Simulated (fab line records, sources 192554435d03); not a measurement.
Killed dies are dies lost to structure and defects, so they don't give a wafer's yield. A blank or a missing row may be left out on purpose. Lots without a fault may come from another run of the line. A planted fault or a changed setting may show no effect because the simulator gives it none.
fab line records | flow n5_finfet | part 2 of 2: steps 5 to 6 of 6
record lots=21 wafers=63 last_day=22
route steps=1938 shown MOL_CONTACT_COAG@580 BEOL_M0_SAQP@651
lots that met no fault: from a run of the same line without faults
start_h: hours from the record's first day to the start of the lot's first wafer shown | wait_h: hours since the lot's step before | " the same as in the row above | L1.1+2: a row that stands for several wafers | - no value, or no start given | * or withheld: withheld | < > ~ a bound
route shown NAME@n: a module of which the file shows steps, and the number in the route of the first | usual: mean/standard deviation of fault-free wafers | same: alike in all rows | chamber/n: place in a boat | sites: the reading at each site | _std_site: their standard deviation | _edge_site: outer sites' mean less inner sites' | radius_mm: how far each site lies from the wafer's centre | mask NAME#n: copy n | behind: the tool/chamber that last shaped the wafer | hold: why the lot was held/for how many hours/how that ended | device: the transistor (n, p or np) that didn't switch | end of line: the same wafers' tests at the end of the route | a step without rows: its recipe alone | killed: dies lost to structure and defects at the first sort, not the wafer's yield | map: a wafer's dies, x killed, . not, _ none there
set.NAME: the setting as run; set.NAME@STEP: as run at that earlier step | model.NAME: the simulator's own value behind a step, which no gauge read
steps of the route over a sample of lots; a table a step, a row a wafer
services: from which hour (start_h, from the record's first day; less than 0 if before it) a tool's chamber was out of use, for how many hours, and why
## steps
# step N5_BEOL_M0_SAQP_CD_MEAS_29
# recipe target_cd_nm=14.4 landing_energy_ev=1000 detector=se_inlens
# usual cd_nm=14.96/0.22
# columns lot.wafer tool chamber start_h wait_h cd_nm
L074.1 cd_sem-01 0 113.96 0.1 15.31
L074.3 " 0 " " 15.43
L074.5 " 0 " " 14.81
L075.2 cd_sem-02 0 121.32 0.1 15.05
L075.4 " 0 " " 14.90
L075.5 " 0 " " 14.86
L076.4 cd_sem-02 0 127.11 0.1 14.94
L076.5 " 0 " " 14.88
L076.6 " 0 " " 15.23
L077.1 cd_sem-02 0 128.52 0.1 14.67
L077.4 " 0 " " 14.85
L077.6 " 0 " " 14.68
L078.4 cd_sem-03 0 133.93 0.1 15.09
L078.5 " 0 " " 15.05
L078.6 " 0 " " 14.88
L079.1 cd_sem-02 0 143.40 0.1 15.01
L079.3 " 0 " " 15.05
L079.4 " 0 " " 15.04
L080.3 cd_sem-03 0 147.32 0.1 14.71
L080.4 " 0 " " 14.97
L080.5 " 0 " " 14.67
L081.1 cd_sem-02 0 151.71 0.1 15.14
L081.2 " 0 " " 15.12
L081.4 " 0 " " 15.06
L083.2 cd_sem-02 0 170.44 0.1 14.50
L083.3 " 0 " " 15.04
L083.4 " 0 " " 15.22
L084.4 cd_sem-01 0 174.60 0.1 15.09
L084.5 " 0 " " 15.08
L084.6 " 0 " " 14.80
L085.1 cd_sem-01 0 179.28 0.1 15.00
L085.2 " 0 " " 15.04
L085.6 " 0 " " 15.15
L086.3 cd_sem-01 0 184.77 0.1 14.79
L086.5 " 0 " " 14.99
L086.6 " 0 " " 15.33
L087.2 cd_sem-01 0 191.62 0.1 15.15
L087.4 " 0 " " 15.05
L087.6 " 0 " " 14.78
L088.2 cd_sem-02 0 195.63 0.1 14.72
L088.5 " 0 " " 15.02
L088.6 " 0 " " 15.11
L089.1 cd_sem-01 0 201.27 0.1 14.59
L089.2 " 0 " " 15.08
L089.3 " 0 " " 14.98
L090.3 cd_sem-01 0 207.49 0.1 14.97
L090.5 " 0 " " 15.14
L090.6 " 0 " " 14.73
L091.1 cd_sem-02 0 213.79 0.1 15.00
L091.2 " 0 " " 15.20
L091.3 " 0 " " 14.71
L092.1 cd_sem-01 0 220.16 0.1 14.55
L092.2 " 0 " " 14.94
L092.5 " 0 " " 15.25
L093.1 cd_sem-03 0 222.67 0.1 14.97
L093.4 " 0 " " 15.07
L093.5 " 0 " " 15.27
L094.1 cd_sem-01 0 227.24 0.1 15.05
L094.5 " 0 " " 14.77
L094.6 " 0 " " 14.81
L095.4 cd_sem-02 0 235.14 0.1 15.07
L095.5 " 0 " " 15.03
L095.6 " 0 " " 15.77
# step N5_BEOL_M0_SAQP_DESCUM_45
# recipe chemistry=O2 time_s=7 source_power_w=50 bias_power_w=20 pressure_mtorr=20 rf_frequency_hz=2.712e+07 temp_c=40 resist=CAR-EUV o2_flow_sccm=225
# usual bias_power_w=20.01/0.057 drypump_motor_current_A=5.9/0.39 oes_product_au=0.81/0.087 rf_vpp_V=243.0/1.2 showerhead_plenum_p_Torr=2.09/0.067 throttle_valve_pct=20.38/0.14
# columns lot.wafer tool chamber start_h wait_h bias_power_w drypump_motor_current_A oes_product_au rf_hours_counter_h rf_vpp_V showerhead_plenum_p_Torr throttle_valve_pct
L074.1 rie_diel-03 3 114.84 0.5 19.93 6.2 0.84 74 243.5 2.03 20.16
L074.3 " 0 " " 19.95 6.0 0.91 20 242.0 2.06 20.58
L074.5 " 3 " " 20.04 6.2 0.83 - 242.9 2.03 20.17
L075.2 rie_diel-03 0 121.87 0.0 20.05 6.0 0.90 22 243.2 2.06 20.58
L075.4 " 3 " " 20.05 6.2 0.84 76 243.2 2.02 20.16
L075.5 " 0 " " 20.04 6.0 0.91 - 242.2 2.06 20.58
L076.4 rie_diel-01 2 127.77 0.1 20.00 5.7 0.84 56 243.3 2.13 20.62
L076.5 " 3 " " 19.89 6.0 0.96 - 243.4 2.15 20.26
L076.6 " 0 " " 19.96 5.4 0.69 - 243.9 2.06 20.76
L077.1 rie_diel-06 2 129.11 0.0 20.08 5.5 0.81 91 243.7 2.12 20.35
L077.4 " 2 " " 20.04 5.5 0.82 - 244.7 2.12 20.32
L077.6 " 3 " " 19.96 5.8 0.69 - 241.3 1.98 20.26
L078.4 rie_diel-03 0 134.56 0.2 20.06 6.0 0.90 24 243.0 2.06 20.58
L078.5 " 1 " " 19.93 5.2 0.70 - 244.0 2.16 20.21
L078.6 " 0 " " 20.06 6.0 0.91 - 243.7 2.06 20.60
L079.1 rie_diel-06 0 144.08 0.2 20.02 6.5 0.78 134 244.8 2.19 20.39
L079.3 " 3 " " 19.93 5.8 0.69 222 240.3 1.98 20.27
L079.4 " 2 " " 20.08 5.5 0.82 97 242.8 2.12 20.33
L080.3 rie_diel-03 0 147.75 0.0 20.04 6.0 0.90 28 242.9 2.06 20.59
L080.4 " 1 " " 19.94 5.2 0.70 211 243.7 2.16 20.20
L080.5 " 3 " " 20.07 6.2 0.83 - 242.9 2.02 20.17
L081.1 rie_diel-06 2 152.26 0.0 20.08 5.5 0.80 98 243.6 2.12 20.34
L081.2 " 3 " " 20.02 5.8 0.69 224 241.4 1.98 20.27
L081.4 " 0 " " 20.08 6.5 0.78 135 245.2 2.19 20.38
L083.2 rie_diel-06 3 171.04 0.2 20.04 5.8 0.68 229 242.4 1.98 20.28
L083.3 " 0 " " 19.97 6.5 0.77 141 243.9 2.19 20.42
L083.4 " 2 " " 19.97 5.5 0.81 103 243.8 2.11 20.34
L084.4 rie_diel-06 1 175.05 0.1 20.00 6.3 0.95 10 240.7 2.05 20.43
L084.5 " 1 " " 19.97 6.3 0.96 - 242.6 2.05 20.43
L084.6 " 0 " " 20.06 6.5 0.76 - 244.1 2.19 20.41
L085.1 rie_diel-06 1 180.09 0.3 20.09 6.3 0.95 11 241.9 2.05 20.42
L085.2 " 3 " " 20.00 5.8 0.69 232 242.5 1.97 20.28
L085.6 " 3 " " 20.14 5.8 0.69 - 242.1 1.98 20.27
L086.3 rie_diel-03 0 185.32 0.0 20.01 6.0 0.88 40 244.3 2.06 20.62
L086.5 " 1 " " 20.02 5.1 0.69 - 245.0 2.15 20.25
L086.6 " 2 " " 19.92 5.9 0.84 - 241.9 2.12 20.34
L087.2 rie_diel-03 0 192.29 0.2 20.07 6.0 0.87 42 242.9 2.06 20.63
L087.4 " 2 " " 19.99 5.9 0.83 55 243.0 2.12 20.36
L087.6 " 2 " " 20.14 5.9 0.84 - 243.9 2.12 20.36
L088.2 rie_diel-03 1 196.15 0.1 19.96 5.2 0.69 226 244.1 2.15 20.24
L088.5 " 2 " " 19.98 5.9 0.84 - 242.3 2.12 20.37
L088.6 " 3 " " 20.01 6.2 0.81 - 241.9 2.02 20.19
L089.1 rie_diel-06 2 201.70 0.0 19.98 5.5 0.79 113 242.5 2.11 20.34
L089.2 " 0 " " 20.02 6.5 0.76 152 244.7 2.19 20.42
L089.3 " 3 " " 20.02 5.8 0.68 238 240.5 1.97 20.28
L090.3 rie_diel-01 2 208.09 0.1 19.96 5.7 0.80 81 242.9 2.12 20.67
L090.5 " 2 " " 20.05 5.7 0.80 - 243.3 2.12 20.65
L090.6 " 3 " " 19.93 6.0 0.89 - 243.3 2.14 20.30
L091.1 rie_diel-01 1 214.45 0.3 20.02 5.6 0.70 247 241.0 1.97 20.70
L091.2 " 3 " " 19.99 6.1 0.89 39 244.1 2.13 20.30
L091.3 " 2 " " 20.08 5.7 0.81 82 242.4 2.12 20.65
L092.1 rie_diel-03 1 220.59 0.0 20.00 5.2 0.69 234 243.5 2.15 20.26
L092.2 " 2 " " 20.01 5.9 0.84 66 243.5 2.12 20.36
L092.5 " 3 " " 20.06 6.1 0.80 - 241.8 2.01 20.20
L093.1 rie_diel-06 0 223.12 0.1 19.96 6.5 0.77 158 244.5 2.18 20.44
L093.4 " 3 " " 19.96 5.8 0.68 245 240.6 1.97 20.28
L093.5 " 2 " " 19.90 5.5 0.79 - 243.1 2.11 20.37
L094.1 rie_diel-03 3 227.92 0.3 20.03 6.2 0.80 110 243.0 2.01 20.22
L094.5 " 1 " " 20.01 5.2 0.69 - 242.9 2.15 20.26
L094.6 " 0 " " 20.00 6.0 0.85 - 242.4 2.05 20.65
L095.4 rie_diel-06 1 235.70 0.0 20.03 6.3 0.91 29 243.4 2.05 20.43
L095.5 " 1 " " 19.95 6.3 0.91 - 243.1 2.05 20.45
L095.6 " 2 " " 20.08 5.5 0.77 - 242.9 2.11 20.38
## services
# columns tool chamber start_h hours kind
rie_diel-04 3 81.15 6.9 repair
rie_diel-03 - 82.64 0.7 repair
rie_diel-03 3 106.94 1.8 repair
rie_diel-05 0 113.99 - clean
rie_diel-05 0 113.99 - consumable_replace:focus_ring
rie_diel-06 1 123.02 - clean
rie_diel-06 1 123.02 - consumable_replace:focus_ring
rie_diel-03 0 125.34 6.0 repair
rie_diel-05 1 126.71 2.8 repair
rie_diel-05 2 144.20 3.8 repair
rie_diel-01 2 154.65 6.9 repair
rie_diel-04 0 157.01 - clean
rie_diel-04 0 157.01 - consumable_replace:focus_ring
rie_diel-04 0 157.01 - consumable_replace:showerhead
rie_diel-04 0 157.01 20.0 scheduled_down
rie_diel-04 0 157.01 20.0 vent_cycle
rie_diel-05 - 172.97 2.8 pm
rie_diel-01 0 189.86 5.1 repair
rie_diel-01 2 208.89 1.8 repair
rie_diel-04 3 212.32 - clean
rie_diel-04 3 212.32 - consumable_replace:focus_ring
rie_diel-04 3 212.32 13.7 scheduled_down
rie_diel-04 3 212.32 13.7 vent_cycle
rie_diel-01 - 225.35 2.8 pm
